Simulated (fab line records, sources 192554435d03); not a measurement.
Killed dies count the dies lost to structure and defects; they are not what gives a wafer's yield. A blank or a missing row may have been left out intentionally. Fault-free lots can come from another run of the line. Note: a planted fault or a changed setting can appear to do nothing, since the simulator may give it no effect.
Split-lot study -- flow n5Finfet -- on a route of 1938 steps: 7 lots, 21 wafers read

ABOUT THE SPLIT
At N5_BEOL_M7_ILD_DEP_00 (deposits SiCOH lowk from DEMS/porogen, target thk 179.75 nm, time 33.4 s), the setting timeS was moved away from the recipe's 33.4 s on 4 of the 21 wafers read, by +10.9% to +12.5%. All remaining wafers had this setting at the recipe value.

FROM THE SPLIT TO THE READING: what the file shows between them, 1 step
- N5_BEOL_M7_CURE_74: cures SiCOH lowk, time 240 s

THE READING
M7_ILD_THK in nanometres, read at N5_BEOL_M7_THK_MEAS_01. A value of 155.4 nm with a standard deviation of 1.8 nm is what fault-free wafers of this fab line usually give.

wafer,"tool, chamber at the split","timeS as run, s",against the recipe,"M7_ILD_THK, nm",against lot-mates on the recipe
L075.2,"pecvd-02, 1",37.05,+10.9%,169.5,+13.1
L075.3,"pecvd-02, 2",37.05,+10.9%,171.7,+15.3
L075.5,"pecvd-02, 1",33.4,recipe,156.4,-
L077.1,"pecvd-04, 1,0",33.4,recipe,154.8,-
L077.2,"pecvd-04, 1,0",33.4,recipe,154.7,-
L077.3,"pecvd-04, 1",33.4,recipe,157.6,-
L081.3,"pecvd-04, 1",33.4,recipe,154.2,-
L081.5,"pecvd-04, 0",37.58,+12.5%,175.6,+21.4
L081.6,"pecvd-04, 2",37.58,+12.5%,177.2,+23.0
L085.1,"pecvd-01, 1",33.4,recipe,154.5,-
L085.3,"pecvd-01, 0",33.4,recipe,152.7,-
L085.4,"pecvd-01, 1",33.4,recipe,157.7,-
L090.2,"pecvd-04, 2",33.4,recipe,155.9,-
L090.4,"pecvd-04, 1",33.4,recipe,158.8,-
L090.6,"pecvd-04, 2",33.4,recipe,155.8,-
L092.1,"pecvd-02, 0",33.4,recipe,154.8,-
L092.4,"pecvd-02, 1",33.4,recipe,155.9,-
L092.6,"pecvd-02, 2",33.4,recipe,157.1,-
L097.1,"pecvd-04, 0",33.4,recipe,155.4,-
L097.2,"pecvd-04, 2",33.4,recipe,154.8,-
L097.3,"pecvd-04, 1",33.4,recipe,155.3,-
If several chambers appear in one row, that row covers several wafers at once and the file leaves open which wafer was in which chamber.

THE FIT
A straight line over all 21 wafers: M7_ILD_THK changes by +1.53 nm for each +1% of timeS; r = +0.98; the points scatter about the line by 1.6 nm.
The same after taking each lot's own level away (the mean of its wafers on the recipe; 21 wafers): +1.57 nm for each +1%; r = +0.97; scatter 1.8 nm.
On that fit, the largest move of timeS shifts the reading by 20 nm.
The lots' own levels span 154.20 to 156.83 nm, that is 1.5 times the standard deviation above.
Consequently the slope shifts little with the lot-to-lot level, the two slopes agreeing.
Check: for one of the wafers moved furthest among these (+12.5%), held out of the fit, the line's prediction against its lot-mates is +18.9 nm. It came out at +21.4 nm against them.

FURTHER SPLITS ON THESE WAFERS
Note: prior to the reading, these wafers also went through further splits. Each is held against what the fit with the lots' levels taken away leaves over:
other split on the same wafers,wafers away from the commonest value,r with M7_ILD_THK (lot level and that fit taken away)
N5_BEOL_M2_DESCUM_33 timeS,2,+0.11
N5_BEOL_M5_PECVD_70 timeS,7,-0.43
N5_BEOL_M5_TRENCH_ETCH_37 sourceW,8,+0.13
N5_BEOL_M5_ETCH_41 sourceW,8,+0.57

THE WHOLE CHAIN: every reading that the file lists as answering this split, in the file's order
step,what it does,reading,change (the file's fit),r (the file's)
N5_BEOL_M7_ILD_DEP_00,"deposits SiCOH lowk from DEMS/porogen, target thk 179.75 nm, time 33.4 s","SiCOH_lowk_of_BEOL_M7_ILD_DEP_00.thkNm (the simulator's own value, which no gauge read)",+1.81 nm for each +1% of the setting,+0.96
N5_BEOL_M7_CURE_74,"cures SiCOH lowk, time 240 s","SiCOH_lowk_of_BEOL_M7_ILD_DEP_00.thkNm (the simulator's own value, which no gauge read)",+1.58 nm for each +1% of the setting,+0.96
N5_BEOL_M7_THK_MEAS_01,,M7_ILD_THK,+1.57 for each +1% of the setting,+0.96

FILE'S OWN FIT
M7_ILD_THK changes by +1.57 nm for each +1% of timeS, r = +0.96.
